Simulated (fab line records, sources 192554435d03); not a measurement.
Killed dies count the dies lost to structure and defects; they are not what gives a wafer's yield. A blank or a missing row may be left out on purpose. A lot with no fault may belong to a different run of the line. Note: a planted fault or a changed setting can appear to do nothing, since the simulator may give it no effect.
Matching of chambers | flow n5-finfet | N5_GATE_CUT_HM_DEP_46 on pecvd-02 has 3 sister chambers
The step deposits SiO2 from TEOS/O2, target thk 130 nm, time 26.6 s. 6 wafers are shown with their chamber, then 10 later ones without.

== WAFERS PAIRED WITH THEIR CHAMBERS ==
wafer  | chamber | showerhead-plenum-p-Torr (Torr) | throttle-valve-pct (%)
L078.5 | 1       | 8.40                            | 18.6
L079.3 | 1       | 8.38                            | 18.8
L083.2 | 0       | 8.39                            | 19.1
L083.6 | 2       | 8.24                            | 18.9
L084.2 | 2       | 8.26                            | 18.7
L084.4 | 0       | 8.38                            | 19.4

== WAFERS WITHOUT THEIR CHAMBER ==
wafer  | showerhead-plenum-p-Torr (Torr) | throttle-valve-pct (%)
L084.5 | 8.39                            | 18.6
L087.3 | 8.39                            | 18.5
L087.4 | 8.27                            | 18.7
L087.5 | 8.40                            | 18.5
L088.3 | 8.25                            | 19.0
L088.5 | 8.37                            | 19.4
L088.6 | 8.26                            | 18.9
L097.3 | 8.38                            | 19.3
L097.5 | 8.39                            | 19.4
L097.6 | 8.25                            | 18.9

== WHICH CHAMBER EACH ONE RAN IN ==
wafer  | from the rows above | in truth
L084.5 | 1                   | 1
L087.3 | 1                   | 1
L087.4 | 2                   | 2
L087.5 | 1                   | 1
L088.3 | 2                   | 2
L088.5 | 0                   | 0
L088.6 | 2                   | 2
L097.3 | 0                   | 0
L097.5 | 0                   | 0
L097.6 | 2                   | 2
10 of 10 placed correctly. Not placeable from these rows: 0. Number placed wrongly: 0.
How it was worked out, from the rows above alone: a wafer's distance from a chamber is the root of the sum, over the readings, of the square of ((its reading less the chamber's mean) divided by the reading's scatter). If the next closest chamber is less than 2 further off than the closest, the wafer can't be placed; otherwise it belongs to the closest. The mean given for a chamber averages the wafers shown for that chamber. The scatter: take each reading less its chamber's mean, square it, sum over the shown wafers, divide by the number of wafers less the number of chambers, and take the root.
